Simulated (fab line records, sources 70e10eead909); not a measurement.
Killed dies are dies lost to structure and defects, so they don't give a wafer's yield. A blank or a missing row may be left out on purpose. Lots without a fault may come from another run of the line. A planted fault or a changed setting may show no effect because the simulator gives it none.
Chamber matching | flow nand_harc | NHARC_A_M1_DESCUM_14 on rie_diel-06: 4 sister chambers
The step chemistry O2, time 3 s. 4 wafers are shown with their chamber, then 7 later ones without.

WAFERS WITH THEIR CHAMBER
wafer  | chamber | showerhead_plenum_p_Torr (Torr)
L080.1 | 3       | 2.00
L080.4 | 1       | 1.81
L081.2 | 2       | 1.88
L081.3 | 0       | 1.96

WAFERS WITHOUT THEIR CHAMBER
wafer  | showerhead_plenum_p_Torr (Torr)
L081.4 | 2.00
L091.2 | 1.81
L091.4 | 2.00
L091.5 | 2.00
L097.1 | 1.88
L097.3 | 1.81
L097.4 | 1.95

WHICH CHAMBER EACH WENT THROUGH
wafer  | from the rows above | in truth
L081.4 | 3                   | 3
L091.2 | 1                   | 1
L091.4 | 3                   | 3
L091.5 | 3                   | 3
L097.1 | 2                   | 2
L097.3 | 1                   | 1
L097.4 | 0                   | 0
Placed correctly: 7 of 7. Can't be placed from these rows: 0. Placed wrongly: 0.
How it was worked out, from the rows above alone: a wafer's distance from a chamber is the root of the sum, over the readings, of the square of ((its reading less the chamber's mean) divided by the reading's scatter). The wafer belongs to the nearest chamber; if the next one is less than 2 further off, it can't be placed. A chamber's mean is the mean of its shown wafers. The scatter: with one shown wafer a chamber, the root of the mean of the squares of how far each hidden wafer lies from its nearest shown one.
